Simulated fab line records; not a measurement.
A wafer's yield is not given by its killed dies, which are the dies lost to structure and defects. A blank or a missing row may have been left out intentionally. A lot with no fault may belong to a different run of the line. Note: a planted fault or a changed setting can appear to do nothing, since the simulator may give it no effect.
Which of the tools did it? | flow nand_harc | 72 wafers from 24 lots sampled at 4 of the route's 1302 steps

## WHAT THE GAUGES SHOWED, per wafer
NHARC_A_SLIT_CD_MEAS_09: target cd 300 nm. Usual: cd_nm at 300.8 nm, with a standard deviation of 0.56.
lot  | measured     | on        | cd_nm (nm)        | flag
L074 | day 19 11:37 | cd_sem-02 | 301.3 300.5 300.9 |
L075 | day 20 02:54 | cd_sem-02 | 300.6 301.8 301.7 |
L076 | day 20 13:05 | cd_sem-02 | 301.0 300.7 300.5 |
L077 | day 21 04:14 | cd_sem-03 | 300.1 300.4 300.5 |
L078 | day 21 04:41 | cd_sem-01 | 301.0 301.5 301.2 |
L080 | day 21 22:47 | cd_sem-01 | 300.6 299.8 299.9 |
L079 | day 21 22:57 | cd_sem-03 | 301.3 300.6 300.9 |
L081 | day 23 03:19 | cd_sem-03 | 300.1 300.2 300.8 |
L082 | day 23 03:50 | cd_sem-02 | 301.5 300.6 301.2 |
L085 | day 23 23:33 | cd_sem-01 | 300.5 300.0 301.0 |
L083 | day 23 23:50 | cd_sem-02 | 300.8 299.8 299.4 |
L084 | day 23 23:59 | cd_sem-01 | 300.9 301.1 301.4 |
L086 | day 24 11:19 | cd_sem-01 | 300.1 300.7 300.5 |
L088 | day 25 07:34 | cd_sem-03 | 301.8 300.9 300.6 |
L087 | day 25 22:58 | cd_sem-02 | 300.6 300.7 300.9 |
L090 | day 26 08:40 | cd_sem-02 | 301.0 301.3 300.6 |
L089 | day 26 14:16 | cd_sem-03 | 301.3 302.0 301.3 |
L091 | day 27 06:18 | cd_sem-02 | 301.4 301.2 301.9 |
L092 | day 27 06:35 | cd_sem-03 | 300.8 300.8 300.2 |
L093 | day 27 23:52 | cd_sem-02 | 300.9 300.9 300.7 |
L094 | day 28 00:27 | cd_sem-01 | 301.3 300.6 300.8 |
L095 | day 28 08:44 | cd_sem-01 | 301.2 302.1 300.7 |
L097 | day 29 01:22 | cd_sem-02 | 300.3 301.3 300.4 |
L096 | day 29 02:20 | cd_sem-03 | 299.3 299.8 300.7 |

NHARC_A_CONTACT_CD_MEAS_42: target cd 300 nm. Usual: cd_nm at 300.2 nm, with a standard deviation of 0.99.
lot  | measured     | on        | cd_nm (nm)        | flag
L074 | day 21 00:32 | cd_sem-01 | 300.3 299.2 299.8 |
L075 | day 21 18:48 | cd_sem-03 | 301.9 301.5 301.1 |
L076 | day 22 05:47 | cd_sem-02 | 299.5 299.5 299.2 |
L077 | day 22 20:07 | cd_sem-03 | 301.5 300.3 301.7 |
L078 | day 22 21:09 | cd_sem-01 | 299.8 299.1 299.7 |
L080 | day 23 12:33 | cd_sem-01 | 299.5 298.8 299.5 |
L079 | day 23 17:32 | cd_sem-01 | 299.3 299.0 299.1 |
L081 | day 24 21:36 | cd_sem-03 | 299.9 300.2 299.5 |
L082 | day 24 17:25 | cd_sem-01 | 299.9 299.8 299.8 |
L085 | day 25 17:46 | cd_sem-01 | 301.2 301.8 300.3 |
L083 | day 25 15:04 | cd_sem-03 | 300.2 300.5 300.4 |
L084 | day 25 18:08 | cd_sem-03 | 300.4 299.9 301.0 |
L086 | day 26 06:07 | cd_sem-01 | 299.6 299.7 299.3 |
L088 | day 27 01:39 | cd_sem-01 | 301.3 301.6 302.0 |
L087 | day 27 15:20 | cd_sem-02 | 300.3 299.6 299.0 |
L090 | day 27 21:35 | cd_sem-01 | 301.0 300.6 300.2 |
L089 | day 28 05:40 | cd_sem-03 | 300.6 300.8 301.0 |
L091 | day 28 20:46 | cd_sem-01 | 299.6 299.8 299.4 |
L092 | day 28 21:33 | cd_sem-02 | 301.1 299.9 301.0 |
L093 | day 29 12:50 | cd_sem-03 | 299.5 300.1 299.7 |
L094 | day 29 14:37 | cd_sem-03 | 299.3 298.0 299.9 |
L095 | day 30 01:51 | cd_sem-03 | 301.0 300.3 299.7 |
L097 | day 30 14:24 | cd_sem-02 | 298.4 298.9 299.1 |
L096 | day 30 14:15 | cd_sem-01 | 301.5 302.6 301.1 |

## WHICH TOOL RAN EACH LOT (tool, then ch and the chambers of the sampled wafers, then the start)
lot  | NHARC_A_SLIT_DEP_23             | NHARC_A_WL_FILL_STRIP_29
L074 | pecvd-03 ch 1,2, day 19 11:02   | rie_diel-10 ch 0,1,2, day 20 12:38
L075 | pecvd-03 ch 0,1,2, day 20 02:15 | rie_diel-10 ch 1,2,3, day 21 06:50
L076 | pecvd-03 ch 0,2, day 20 12:34   | rie_diel-06 ch 1,2,3, day 21 17:36
L077 | pecvd-04 ch 0,1, day 21 03:41   | rie_diel-06 ch 0,3, day 22 07:31
L078 | pecvd-03 ch 0,1,2, day 21 04:08 | rie_diel-10 ch 0,2,3, day 22 07:31
L080 | pecvd-03 ch 1,2, day 21 22:10   | rie_diel-10 ch 0,2,3, day 22 23:40
L079 | pecvd-03 ch 0,1,2, day 21 22:27 | rie_diel-12 ch 0,2,3, day 23 03:58
L081 | pecvd-04 ch 0,1,2, day 23 02:47 | rie_diel-12 ch 0,1,3, day 24 07:37
L082 | pecvd-03 ch 0,1,2, day 23 03:09 | rie_diel-10 ch 0,1,3, day 24 05:08
L085 | pecvd-04 ch 1,2, day 23 23:01   | rie_diel-12 ch 1,2,3, day 25 05:44
L083 | pecvd-04 ch 0,2, day 23 23:10   | rie_diel-10 ch 0,1, day 25 03:08
L084 | pecvd-02 ch 0,1,2, day 23 23:17 | rie_diel-06 ch 0,2,3, day 25 06:17
L086 | pecvd-02 ch 0,1,2, day 24 10:40 | rie_diel-10 ch 1,2,3, day 25 18:04
L088 | pecvd-04 ch 0,1,2, day 25 06:53 | rie_diel-10 ch 1,2,3, day 26 12:11
L087 | pecvd-04 ch 1,2, day 25 22:28   | rie_diel-06 ch 2,3, day 27 03:16
L090 | pecvd-03 ch 0,1, day 26 07:59   | rie_diel-12 ch 0,1,2, day 27 09:14
L089 | pecvd-03 ch 0,1, day 26 13:38   | rie_diel-12 ch 0,1,3, day 27 16:43
L091 | pecvd-02 ch 0,1,2, day 27 05:40 | rie_diel-12 ch 0,2, day 28 08:17
L092 | pecvd-04 ch 0,1,2, day 27 05:55 | rie_diel-06 ch 0,3, day 28 08:17
L093 | pecvd-02 ch 0,1, day 27 23:13   | rie_diel-10 ch 0,1, day 29 00:44
L094 | pecvd-03 ch 0,2, day 27 23:46   | rie_diel-06 ch 0,1,2, day 29 02:14
L095 | pecvd-03 ch 0,1,2, day 28 08:11 | rie_diel-12 ch 0,1,2, day 29 13:17
L097 | pecvd-03 ch 0,2, day 29 00:45   | rie_diel-10 ch 0,2,3, day 30 02:14
L096 | pecvd-02 ch 1,2, day 29 01:46   | rie_diel-12 ch 2,3, day 30 02:15
- NHARC_A_SLIT_DEP_23: deposits SiON, target thk 100 nm.
- NHARC_A_WL_FILL_STRIP_29: strips in O2, time 20 s.

## WHAT THE TOOLS THEMSELVES READ (means of the sampled wafers that have a number; where no wafer has one, the mark that the record gives instead)
NHARC_A_SLIT_DEP_23. Usual: heater_power_w at 759 W, with a standard deviation of 100.
lot  | tool     | heater_power_w (W) | flag
L074 | pecvd-03 | 849                |
L075 | pecvd-03 | 841                |
L076 | pecvd-03 | 878                |
L077 | pecvd-04 | 679                |
L078 | pecvd-03 | 821                |
L080 | pecvd-03 | 849                |
L079 | pecvd-03 | 867                |
L081 | pecvd-04 | 654                |
L082 | pecvd-03 | 861                |
L085 | pecvd-04 | 638                |
L083 | pecvd-04 | 648                |
L084 | pecvd-02 | 778                |
L086 | pecvd-02 | 699                |
L088 | pecvd-04 | 691                |
L087 | pecvd-04 | 597                |
L090 | pecvd-03 | 776                |
L089 | pecvd-03 | 775                |
L091 | pecvd-02 | 735                |
L092 | pecvd-04 | 696                |
L093 | pecvd-02 | 773                |
L094 | pecvd-03 | 839                |
L095 | pecvd-03 | 838                |
L097 | pecvd-03 | 824                |
L096 | pecvd-02 | 733                |

NHARC_A_WL_FILL_STRIP_29. Usual: drypump_motor_current_A 5.7 A, standard deviation 0.39; oes_product_au 1.005 a.u., standard deviation 0.012; rf_vpp_V 57.8 V, standard deviation 0.88; showerhead_plenum_p_Torr 3.52 Torr, standard deviation 0.15; throttle_valve_pct 17.035 %, standard deviation 0.0091.
lot  | tool        | drypump_motor_current_A (A) | oes_product_au (a.u.) | rf_vpp_V (V) | showerhead_plenum_p_Torr (Torr) | throttle_valve_pct (%) | flag
L074 | rie_diel-10 | 5.9                         | 0.995                 | 57.6         | 3.54                            | 17.022                 |
L075 | rie_diel-10 | 5.9                         | 0.998                 | 58.0         | 3.48                            | 17.041                 |
L076 | rie_diel-06 | 5.7                         | 1.007                 | 57.5         | 3.49                            | 17.030                 |
L077 | rie_diel-06 | 5.5                         | 1.022                 | 57.2         | 3.48                            | 17.033                 |
L078 | rie_diel-10 | 6.0                         | 0.998                 | 57.1         | 3.60                            | 17.032                 |
L080 | rie_diel-10 | 6.0                         | 1.000                 | 58.6         | 3.60                            | 17.039                 |
L079 | rie_diel-12 | 5.3                         | 1.001                 | 57.5         | 3.53                            | 17.033                 |
L081 | rie_diel-12 | 5.2                         | 1.000                 | 57.9         | 3.52                            | 17.036                 |
L082 | rie_diel-10 | 6.1                         | 1.004                 | 58.0         | 3.59                            | 17.029                 |
L085 | rie_diel-12 | 5.6                         | 1.015                 | 58.3         | 3.60                            | 17.040                 |
L083 | rie_diel-10 | 5.9                         | 0.997                 | 58.2         | 3.64                            | 17.034                 |
L084 | rie_diel-06 | 5.7                         | 1.005                 | 57.5         | 3.51                            | 17.030                 |
L086 | rie_diel-10 | 6.0                         | 1.007                 | 58.6         | 3.48                            | 17.039                 |
L088 | rie_diel-10 | 5.9                         | 1.021                 | 57.7         | 3.48                            | 17.048                 |
L087 | rie_diel-06 | 5.7                         | 1.015                 | 57.3         | 3.64                            | 17.035                 |
L090 | rie_diel-12 | 5.5                         | 1.005                 | 57.7         | 3.49                            | 17.032                 |
L089 | rie_diel-12 | 5.2                         | 1.006                 | 58.1         | 3.52                            | 17.033                 |
L091 | rie_diel-12 | 5.7                         | 1.015                 | 57.1         | 3.50                            | 17.044                 |
L092 | rie_diel-06 | 5.5                         | 1.019                 | 58.1         | 3.61                            | 17.041                 |
L093 | rie_diel-10 | 6.0                         | 1.015                 | 58.0         | 3.52                            | 17.030                 |
L094 | rie_diel-06 | 5.7                         | 0.996                 | 57.2         | 3.36                            | 17.041                 |
L095 | rie_diel-12 | 5.5                         | 1.007                 | 57.4         | 3.49                            | 17.024                 |
L097 | rie_diel-10 | 6.0                         | 0.999                 | 58.3         | 3.59                            | 17.031                 |
L096 | rie_diel-12 | 5.4                         | 1.001                 | 57.7         | 3.63                            | 17.037                 |

## THE ANSWER, worked out from the rows above alone
Rule: lot off if the mean of its wafers having a number is beyond 3 standard deviations from the usual mean. A lot without any number at a reading at which 4 lots or more have one is off too. Any other lot the step has rows for is counted as sound. After the gauges, taken in route order, come the tools' own readings; for these a lot's mean is taken, as printed above. At the first step where some lot is off, the reading lying furthest off is the one used; lots without a number count as furthest.
None of the lots is off at any reading shown; this tells nothing.

## WHAT THE SIMULATOR PUT IN
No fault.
